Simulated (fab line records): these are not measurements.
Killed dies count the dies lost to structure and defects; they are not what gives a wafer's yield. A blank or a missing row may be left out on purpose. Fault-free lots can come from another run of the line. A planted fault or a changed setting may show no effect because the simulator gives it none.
Matching of chambers :: flow n5 finfet :: N5_MOL_CONTACT_COAG_ETCH_90 on rie diel-01: 4 sister chambers
The step etches SiARC in CF4, target depth 13 nm, time 21.7 s. 16 wafers are shown with their chamber, then 8 later ones without.

WAFERS, EACH WITH ITS CHAMBER
wafer: L074.2
chamber: 1
showerhead plenum p Torr (Torr): 2.14
throttle valve pct (%): 15.62
oes product au (a.u.): 0.65

wafer: L074.4
chamber: 2
showerhead plenum p Torr (Torr): 2.18
throttle valve pct (%): 15.39
oes product au (a.u.): 0.76

wafer: L074.5
chamber: 2
showerhead plenum p Torr (Torr): 2.18
throttle valve pct (%): 15.39
oes product au (a.u.): 0.76

wafer: L076.3
chamber: 0
showerhead plenum p Torr (Torr): 2.11
throttle valve pct (%): 15.34
oes product au (a.u.): 0.81

wafer: L076.5
chamber: 0
showerhead plenum p Torr (Torr): 2.11
throttle valve pct (%): 15.34
oes product au (a.u.): 0.81

wafer: L076.6
chamber: 1
showerhead plenum p Torr (Torr): 2.14
throttle valve pct (%): 15.62
oes product au (a.u.): 0.65

wafer: L079.2
chamber: 2
showerhead plenum p Torr (Torr): 2.17
throttle valve pct (%): 15.41
oes product au (a.u.): 0.75

wafer: L079.3
chamber: 0
showerhead plenum p Torr (Torr): 2.11
throttle valve pct (%): 15.36
oes product au (a.u.): 0.79

wafer: L079.6
chamber: 1
showerhead plenum p Torr (Torr): 2.13
throttle valve pct (%): 15.63
oes product au (a.u.): 0.65

wafer: L080.3
chamber: 0
showerhead plenum p Torr (Torr): 2.11
throttle valve pct (%): 15.35
oes product au (a.u.): 0.78

wafer: L080.4
chamber: 2
showerhead plenum p Torr (Torr): 2.17
throttle valve pct (%): 15.43
oes product au (a.u.): 0.74

wafer: L080.6
chamber: 1
showerhead plenum p Torr (Torr): 2.13
throttle valve pct (%): 15.65
oes product au (a.u.): 0.64

wafer: L081.3
chamber: 1
showerhead plenum p Torr (Torr): 2.13
throttle valve pct (%): 15.65
oes product au (a.u.): 0.64

wafer: L081.4
chamber: 2
showerhead plenum p Torr (Torr): 2.17
throttle valve pct (%): 15.43
oes product au (a.u.): 0.74

wafer: L081.6
chamber: 3
showerhead plenum p Torr (Torr): 2.20
throttle valve pct (%): 15.70
oes product au (a.u.): 0.60

wafer: L085.1
chamber: 2
showerhead plenum p Torr (Torr): 2.17
throttle valve pct (%): 15.44
oes product au (a.u.): 0.74

SIGNATURES, as means of the wafers listed above
reading: showerhead plenum p Torr
chamber 0: 2.1100
chamber 1: 2.1340
chamber 2: 2.1733
chamber 3: 2.2000
scatter within a chamber: 0.00459

reading: throttle valve pct
chamber 0: 15.3475
chamber 1: 15.6340
chamber 2: 15.4150
chamber 3: 15.7000
scatter within a chamber: 0.0172

reading: oes product au
chamber 0: 0.7975
chamber 1: 0.6460
chamber 2: 0.7483
chamber 3: 0.6000
scatter within a chamber: 0.0103
Rule: a wafer's distance from a chamber is the root of the sum, over the readings, of the square of ((its reading less the chamber's mean) divided by the reading's scatter). If the next closest chamber is less than 2 further off than the closest, the wafer can't be placed; otherwise it belongs to the closest. The scatter: the root of (the sum of the squares of (reading less its chamber's mean) over the shown wafers, divided by (wafers less chambers)).

WAFERS WITH NO CHAMBER GIVEN
wafer: L085.4
showerhead plenum p Torr (Torr): 2.10
throttle valve pct (%): 15.37
oes product au (a.u.): 0.77

wafer: L085.5
showerhead plenum p Torr (Torr): 2.13
throttle valve pct (%): 15.66
oes product au (a.u.): 0.64

wafer: L094.1
showerhead plenum p Torr (Torr): 2.10
throttle valve pct (%): 15.38
oes product au (a.u.): 0.74

wafer: L094.2
showerhead plenum p Torr (Torr): 2.20
throttle valve pct (%): 15.74
oes product au (a.u.): 0.59

wafer: L094.3
showerhead plenum p Torr (Torr): 2.16
throttle valve pct (%): 15.48
oes product au (a.u.): 0.70

wafer: L094.4
showerhead plenum p Torr (Torr): 2.12
throttle valve pct (%): 15.71
oes product au (a.u.): 0.62

wafer: L094.5
showerhead plenum p Torr (Torr): 2.10
throttle valve pct (%): 15.41
oes product au (a.u.): 0.74

wafer: L094.6
showerhead plenum p Torr (Torr): 2.12
throttle valve pct (%): 15.71
oes product au (a.u.): 0.61

WHICH CHAMBER EACH WENT THROUGH
wafer: L085.4
from the rows above: 0
in truth: 0

wafer: L085.5
from the rows above: 1
in truth: 1

wafer: L094.1
from the rows above: 0
in truth: 0

wafer: L094.2
from the rows above: 3
in truth: 3

wafer: L094.3
from the rows above: 2
in truth: 2

wafer: L094.4
from the rows above: 1
in truth: 1

wafer: L094.5
from the rows above: 0
in truth: 0

wafer: L094.6
from the rows above: 1
in truth: 1
8 of 8 placed correctly. Not placeable from these rows: 0. 0 placed wrongly.
